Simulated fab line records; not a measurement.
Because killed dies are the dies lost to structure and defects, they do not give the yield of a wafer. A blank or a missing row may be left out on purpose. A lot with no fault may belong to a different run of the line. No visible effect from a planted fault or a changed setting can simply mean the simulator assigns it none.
fab line records	flow n5Finfet
record: lots: 6	wafers: 17	lastDay: 15
route steps=1938 shown HKMG_FIN@454 GATE_CUT@465 PASSIVATION@1936
lots that met no fault: taken from a fault-free run of the same line
startH: hours from the record's opening day to when the first of the lot's shown wafers began	waitH: time in hours since the lot's previous step	" identical to the entry in the row above	L1.1+2: a row that stands for several wafers	- no value, or no start was given	* or withheld: withheld	< > ~ a bound
route shown NAME@n: NAME is a module with steps in the file, n the number in the route of the first one	usual: mean and standard deviation over wafers with no fault	same: alike in all rows	chamber/n: place in a boat	sites: per-site readings	_std_site: standard deviation across them	_edge_site: the outer-site mean with the inner-site mean subtracted	radiusMm: how far each site lies from the wafer's centre	mask NAME#n: copy n	behind: the tool/chamber that last shaped the wafer	hold: reason for holding the lot/hours on hold/outcome of the hold	device: the n, p or np transistor that did not switch	end of line: tests run on the same wafers once the route is complete	where a step has no rows: the recipe by itself	killed: dies lost to structure and defects at the first sort, not the wafer's yield	map: per-die view of a wafer (x killed, . not killed, _ where there is no die)
set.NAME: the setting as run; set.NAME@STEP: as run at that earlier step	model.NAME: the simulator's own value behind a step, which no gauge read
lots seen at some steps along the route; tables by step, rows by wafer
services: a tool's chamber out of use, with start hour (startH, from the record's first day; less than 0 if before it), hours out, and reason
== steps ==
step: N5_HKMG_FIN_ETCHBACK_68
recipe: chemistry: Cl2/Ar	stopOn: HfO2	targetDepthA: 5	pressureMtorr: 10	icpW: 600	biasW: 60	Cl2_flow_sccm: 40	Ar_flow_sccm: 60
usual: drypumpMotorCurrentA: 5.84/0.25	mfcCl2Sccm: 40.00/0.12	oesProductAu: 0.78/0.077	rfFwdPowerW: 597.1/2.1	throttleValvePct: 21.00/0.29
lot.wafer	tool	chamber	startH	waitH	drypumpMotorCurrentA	mfcCl2Sccm	oesProductAu	rfFwdPowerW	rfHoursCounterH	throttleValvePct
L537.1	rieMetal-03	1	83.55	0.0	5.60	39.90	0.82	597.5	21	20.90
L537.2	"	0	"	"	5.77	40.17	0.82	597.7	14	20.91
L537.3	"	1	"	"	5.56	40.02	0.83	598.8	-	20.90
L547.1	rieMetal-02	1	146.00	0.0	5.67	39.85	0.60	600.3	110	21.70
L547.3	"	0	"	"	6.08	40.13	0.74	596.9	-	20.78
L547.6	"	1	"	"	5.65	39.97	0.60	600.8	-	21.72
L549.1	rieMetal-03	0	155.90	0.0	5.78	40.10	0.80	597.6	20	20.93
L549.2	"	1	"	"	5.56	40.23	0.81	596.7	27	20.91
L550.2	rieMetal-01	1	161.72	0.0	6.00	39.94	0.77	596.4	46	20.77
L550.3	"	1	"	"	6.00	39.80	0.76	594.7	-	20.78
L550.6	"	0	"	"	6.29	39.89	0.85	593.8	-	21.07
L552.2	rieMetal-03	0	175.66	0.0	5.79	39.97	0.79	597.6	22	20.91
L552.4	"	1	"	"	5.56	40.04	0.80	598.2	-	20.93
L552.6	"	0	"	"	5.79	39.98	0.79	594.4	-	20.92
L553.1	rieMetal-03	1	178.08	0.0	5.58	40.03	0.80	597.5	28	20.92
L553.3	"	1	"	"	5.57	40.09	0.81	597.5	-	20.91
L553.4	"	0	"	"	5.77	40.02	0.80	594.9	-	20.91
step: N5_HKMG_FIN_STRIP_69
recipe: chemistry: N2/H2	powerW: 2500	tempC: 300	h2Frac: 0.65	timeS: 360	pressureMtorr: withheld	n2FlowSccm: 1750	h2FlowSccm: 3250
step: N5_HKMG_FIN_ALD_21
recipe: material: TiN	targetThkA: 15	tempC: 400	aldPrecursorFamily: TiCl4	aldCoReactant: NH3	pulseTimeS: 1	purgeTimeS: 3	coReactantPurgeTimeS: 2	coReactantPulseTimeS: 2	aldCycles: 68	pressureTorr: 3
usual: heaterPowerW: 847/93	precursorPulseHeightRel: 0.997/0.02
lot.wafer	tool	chamber	startH	waitH	heaterPowerW	precursorPulseHeightRel
L537.1	aldMetal-04	2	84.07	0.3	840	1.007
L537.2	"	1	"	"	731	1.021
L537.3	"	0	"	"	728	0.966
L547.1	aldMetal-02	2	146.53	0.3	775	1.017
L547.3	"	1	"	"	827	1.011
L547.6	"	0	"	"	935	1.013
L549.1	aldMetal-04	2	156.42	0.3	838	1.002
L549.2	"	1	"	"	732	1.012
L550.2	aldMetal-02	0	162.26	0.3	958	1.000
L550.3	"	2	"	"	774	1.023
L550.6	"	2	"	"	805	0.969
L552.2	aldMetal-04	0	176.19	0.3	711	1.019
L552.4	"	1	"	"	756	0.995
L552.6	"	2	"	"	834	1.000
L553.1	aldMetal-04	2	178.60	0.3	831	1.004
L553.3	"	0	"	"	705	1.024
L553.4	"	3	"	"	864	0.967
step: N5_HKMG_FIN_ALD_72
recipe: material: W	targetThkA: 20	tempC: 300	pressureTorr: 7.5	aldPrecursorFamily: WF6	aldCoReactant: B2H6	pulseTimeS: 1	purgeTimeS: 2	coReactantPurgeTimeS: 2	coReactantPulseTimeS: 3	aldCycles: 7
step: N5_HKMG_FIN_W_FILL_22
recipe: material: W	targetThkA: 600	tempC: 400	pressureTorr: 39.4	timeS: 18.2
step: N5_HKMG_FIN_PRECLEAN_83
recipe: chemistry: DIW	timeS: 57.5	tempC: 23
step: N5_HKMG_FIN_SRD_84
recipe: dryTimeS: 32	dry: n2Spin	spinRpm: 1500
step: N5_HKMG_FIN_CMP_23
recipe: stopOn: SiNx	tOverpolishS: 10	postCmpClean: rinseOnly	downForcePsi: 4	platenRpm: 50.289	padVelocityMS: 1.0006	targetThkNm: 46.326
step: N5_HKMG_FIN_CMP_94
recipe: stopOn: SiNx	postCmpClean: wDiluteNh4oh	tOverpolishS: 4.7	downForcePsi: 4	platenRpm: 50.289	padVelocityMS: 1.0006	targetThkNm: 43.299
usual: motorCurrentA: 11.7/1.2	padLifeWafers: 1054/510	slurryFilterDpKPa: 13.51/0.13
lot.wafer	tool	chamber	startH	waitH	motorCurrentA	padLifeWafers	slurryFilterDpKPa
L537.1	cmp-01	3	85.08	0.4	12.7	762	13.31
L537.2	"	0	"	"	12.4	763	13.41
L537.3	"	1	"	"	11.5	764	13.61
L547.1	cmp-02	0	147.54	0.4	10.5	108	13.32
L547.3	"	2	"	"	11.9	110	13.45
L547.6	"	0	"	"	10.6	-	13.47
L549.1	cmp-02	0	157.50	0.3	10.5	188	13.76
L549.2	"	1	"	"	13.3	189	13.53
L550.3	cmp-04	0	163.27	0.4	12.9	1170	13.36
L550.2	"	2	"	"	13.8	1172	13.49
L550.6	"	1	"	"	10.7	-	13.59
L552.4	cmp-04	1	177.20	0.4	9.7	1314	13.58
L552.2	"	0	"	"	11.9	1317	13.35
L552.6	"	2	"	"	14.6	-	13.35
L553.1	cmp-02	2	179.61	0.4	11.9	372	13.44
L553.4	"	3	"	"	9.5	373	13.59
L553.3	"	0	"	"	10.8	374	13.50
step: N5_HKMG_FIN_INSPECT_28
recipe: inspectInstrument: darkfield	mode: postCmp
usual: rawDefectCount: 40/18
lot.wafer	tool	chamber	startH	waitH	rawDefectCount
L537.1	defectInspect-01	-	85.32	0.0	46
L537.2	"	-	"	"	39
L537.3	"	-	"	"	35
L547.1	defectInspect-01	-	147.77	0.0	18
L547.3	"	-	"	"	40
L547.6	"	-	"	"	36
L549.1	defectInspect-01	-	157.67	0.0	33
L549.2	"	-	"	"	31
L550.2	defectInspect-02	-	163.50	0.0	41
L550.3	"	-	"	"	25
L550.6	"	-	"	"	34
L552.2	defectInspect-01	-	177.43	0.0	59
L552.4	"	-	"	"	74
L552.6	"	-	"	"	41
L553.1	defectInspect-02	-	179.84	0.0	41
L553.3	"	-	"	"	35
L553.4	"	-	"	"	65
step: N5_GATE_CUT_ETCHBACK_00
recipe: chemistry: SF6/Cl2	target: W	pressureMtorr: 8	icpW: 900	biasW: 80	SF6_flow_sccm: 40	Cl2_flow_sccm: 60
usual: drypumpMotorCurrentA: 5.88/0.25	mfcCl2Sccm: 59.97/0.17	oesProductAu: 0.79/0.075	rfFwdPowerW: 895/3.1	throttleValvePct: 27.6/0.3
lot.wafer	tool	chamber	startH	waitH	drypumpMotorCurrentA	mfcCl2Sccm	oesProductAu	rfFwdPowerW	rfHoursCounterH	throttleValvePct
L537.1	rieMetal-01	0	85.35	0.0	6.31	59.81	0.90	895	6	27.6
L537.2	"	1	"	"	6.04	60.10	0.80	892	38	27.5
L537.3	"	1	"	"	6.02	60.02	0.79	894	-	27.5
L547.1	rieMetal-02	1	147.80	0.0	5.67	60.08	0.62	894	110	28.4
L547.3	"	0	"	"	6.05	59.84	0.75	891	-	27.3
L547.6	"	0	"	"	6.07	59.59	0.76	892	-	27.3
L549.1	rieMetal-02	1	157.70	0.0	5.63	59.94	0.62	896	111	28.4
L549.2	"	0	"	"	6.02	60.17	0.77	894	56	27.3
L550.2	rieMetal-01	1	163.54	0.0	6.00	59.98	0.78	903	46	27.6
L550.3	"	1	"	"	6.03	59.77	0.78	899	-	27.5
L550.6	"	1	"	"	6.01	59.94	0.78	897	-	27.6
L552.2	rieMetal-02	0	177.46	0.0	6.03	60.30	0.75	894	59	27.3
L552.4	"	1	"	"	5.68	59.96	0.61	899	-	28.4
L552.6	"	0	"	"	6.00	60.34	0.75	893	-	27.3
L553.1	rieMetal-02	0	179.88	0.0	6.05	60.03	0.75	894	59	27.3
L553.3	"	0	"	"	6.06	59.76	0.75	890	-	27.3
L553.4	"	1	"	"	5.65	60.06	0.61	897	-	28.4
step: N5_GATE_CUT_ETCH_56
recipe: chemistry: Cl2/Ar	target: TiN	targetDepthA: 216	pressureMtorr: 10	icpW: 600	biasW: 60	Cl2_flow_sccm: 40	Ar_flow_sccm: 60
usual: drypumpMotorCurrentA: 5.88/0.25	mfcCl2Sccm: 40.00/0.11	oesProductAu: 0.78/0.075	rfFwdPowerW: 595.8/2	throttleValvePct: 20.99/0.29
lot.wafer	tool	chamber	startH	waitH	drypumpMotorCurrentA	mfcCl2Sccm	oesProductAu	rfFwdPowerW	rfHoursCounterH	throttleValvePct
L537.1	rieMetal-01	0	85.47	0.1	6.30	40.11	0.91	594.2	6	21.06
L537.2	"	1	"	"	6.00	40.03	0.80	597.0	38	20.75
L537.3	"	1	"	"	6.02	40.12	0.80	596.4	-	20.74
L547.1	rieMetal-02	1	147.92	0.1	5.67	39.85	0.60	599.5	110	21.71
L547.3	"	0	"	"	6.03	40.00	0.76	589.9	-	20.77
L547.6	"	0	"	"	6.07	40.06	0.76	592.0	-	20.77
L549.1	rieMetal-02	1	157.82	0.1	5.66	40.13	0.60	598.9	112	21.72
L549.2	"	0	"	"	6.04	39.90	0.76	593.5	56	20.77
L550.2	rieMetal-01	1	163.66	0.1	6.03	40.07	0.78	594.7	46	20.77
L550.3	"	1	"	"	5.99	40.02	0.78	597.4	-	20.77
L550.6	"	1	"	"	6.03	39.90	0.78	595.1	-	20.77
L552.2	rieMetal-02	0	177.58	0.1	6.04	43.38	0.75	594.8	59	21.20
L552.4	"	1	"	"	5.65	43.37	0.59	598.0	-	22.16
L552.6	"	0	"	"	6.04	43.42	0.75	595.1	-	21.20
L553.1	rieMetal-02	0	180.00	0.1	6.05	43.64	0.75	592.9	59	21.21
L553.3	"	0	"	"	6.06	43.61	0.75	595.0	-	21.21
L553.4	"	1	"	"	5.66	43.63	0.60	595.9	-	22.17
step: N5_GATE_CUT_ETCHBACK_30
recipe: chemistry: Cl2/Ar	target: TiN	targetDepthA: 30	mode: isotropic	pressureMtorr: 10	icpW: 600	biasW: 60	Cl2_flow_sccm: 40	Ar_flow_sccm: 60
usual: drypumpMotorCurrentA: 5.88/0.25	mfcCl2Sccm: 40.01/0.12	oesProductAu: 0.78/0.075	rfFwdPowerW: 588.0/2.5	throttleValvePct: 20.99/0.29
lot.wafer	tool	chamber	startH	waitH	drypumpMotorCurrentA	mfcCl2Sccm	oesProductAu	rfFwdPowerW	rfHoursCounterH	throttleValvePct
L537.1	rieMetal-01	0	85.56	0.1	6.30	39.84	0.90	585.6	6	21.03
L537.2	"	1	"	"	6.01	40.02	0.80	589.7	38	20.75
L537.3	"	1	"	"	6.02	39.97	0.80	592.7	-	20.75
L547.1	rieMetal-02	1	148.01	0.1	5.68	39.89	0.60	589.5	110	21.71
L547.3	"	0	"	"	6.03	39.91	0.76	584.0	-	20.78
L547.6	"	0	"	"	6.00	39.92	0.76	586.9	-	20.78
L549.1	rieMetal-02	1	157.91	0.1	5.68	39.93	0.60	591.7	112	21.71
L549.2	"	0	"	"	6.07	40.03	0.76	585.1	56	20.79
L550.2	rieMetal-01	1	163.75	0.1	6.00	40.05	0.78	590.6	46	20.78
L550.3	"	1	"	"	6.01	40.17	0.77	587.8	-	20.78
L550.6	"	1	"	"	6.01	40.07	0.78	588.4	-	20.76
L552.2	rieMetal-02	0	177.67	0.1	6.03	39.94	0.76	585.5	59	20.79
L552.4	"	1	"	"	5.67	39.77	0.59	590.1	-	21.73
L552.6	"	0	"	"	6.07	40.03	0.75	585.3	-	20.78
L553.1	rieMetal-02	0	180.09	0.1	6.09	39.96	0.75	586.1	59	20.78
L553.3	"	0	"	"	6.11	40.18	0.75	587.0	-	20.78
L553.4	"	1	"	"	5.66	39.77	0.60	591.4	-	21.72
step: N5_PASSIVATION_PROBE_49
usual: killed_at_M0_to_M3: 32/9.3	killed_at_M4_up: 14/4.9	killedAtContacts: 15/7.5	killedAtFrontEnd: 40/11	killedAtOther: 4/3.3	killedDies: 104/17	killedOpen: 68/14	killedShort: 33/7.9
same: grossDies: 1180	killedAtBackSide: 0
lot.wafer	tool	chamber	startH	waitH	killed_at_M0_to_M3	killed_at_M4_up	killedAtContacts	killedAtFrontEnd	killedAtOther	killedDies	killedOpen	killedShort
L553.1	prober-01	-	365.86	0.0	27	21	14	26	7	95	64	25
L553.3	prober-01	-	365.96	0.1	30	8	21	33	4	96	64	28
L553.4	prober-01	-	366.01	0.2	30	15	9	52	30	136	66	26
killed by level:class
L553.1 BEOL_M4:geometricParticle:open=11 MOL_CONTACT_COAG:geometricParticle:open=10 STI_FIN_REVEAL:geometricParticle:open=8 BEOL_M2:geometricParticle:open=6 PASSIVATION:areaEtch=6 BEOL_M0_SAQP:geometricParticle:open=5 BEOL_M3:geometricParticle:open=5 MOL_CONTACT_COAG:geometricParticle:short=4
L553.3 MOL_CONTACT_COAG:geometricParticle:open=19 BEOL_M0_SAQP:geometricParticle:short=9 STI_FIN_REVEAL:geometricParticle:open=7 BEOL_M0_SAQP:geometricParticle:open=7 BEOL_M3:geometricParticle:open=6 FIN_SAQP:geometricParticle:open=5 GATE_CUT:geometricParticle:open=4 BEOL_M0:geometricParticle:open=4
L553.4 PASSIVATION:areaEtch=27 HKMG_FIN:areaEtch=16 STI_FIN_REVEAL:geometricParticle:open=12 BEOL_M4:geometricParticle:open=9 BEOL_M0_SAQP:geometricParticle:short=8 MOL_CONTACT_COAG:geometricParticle:open=7 BEOL_M0_SAQP:geometricParticle:open=6 BEOL_M0:geometricParticle:open=5
== services ==
tool	chamber	startH	hours	kind
cmp-01	-	62.88	1.3	repair
aldMetal-04	1	63.06	-	calibration
rieMetal-03	1	72.18	1.8	repair
rieMetal-01	-	76.78	1.8	repair
cmp-01	-	77.63	3.9	repair
cmp-01	-	91.16	17.3	pm
aldMetal-04	-	99.07	6.0	pm
rieMetal-02	1	99.95	16.6	repair
aldMetal-02	-	115.13	2.8	pm
rieMetal-03	-	125.06	2.8	pm
cmp-02	-	132.10	4.0	pm
cmp-02	-	136.10	-	consumableReplace:conditioner
cmp-02	-	136.10	-	consumableReplace:pad
cmp-01	-	141.81	1.9	repair
cmp-04	-	145.70	4.9	pm
aldMetal-02	0	152.00	9.9	repair
aldMetal-02	1	158.25	28.4	repair
== key ==
firstSign: step: N5_GATE_CUT_ETCH_56	reading: mfcCl2Sccm	direction: up	sigmas: 32	usual: 40.00	struck: 43.51
effect: step: N5_GATE_CUT_ETCH_56	reading: throttleValvePct	direction: up	sigmas: 1.8	usual: *	struck: *
metAt N5_GATE_CUT_ETCH_56
struckWafers L552.2,L552.4,L552.6,L553.1,L553.3,L553.4
testerLeftOut L552,L553
baselineLoss: step: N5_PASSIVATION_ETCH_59	wafers: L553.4
onsetBetween 157.82 177.58
fault: kind: processParameterDrift	tool: rieMetal-02	chamber: -	onsetH: 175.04	steps: N5_GATE_CUT_ETCH_56	channel: Cl2_flow_sccm	offset: 3.5221	shape: step	endH: 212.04	actsIn: theseRecipesOnly	stated: 40
testerLeftOut: of these lots the tester's yield and bins aren't shown, on N5 and GAA mostly nor the transistor test; their killed dies are dies lost to structure and defects alone, not to doping, threshold or leakage, so they don't give the yield
baselineLoss: these wafers lose ten dies or more at that step, a loss of the line's own and not of a fault; the sort's usual values leave them out
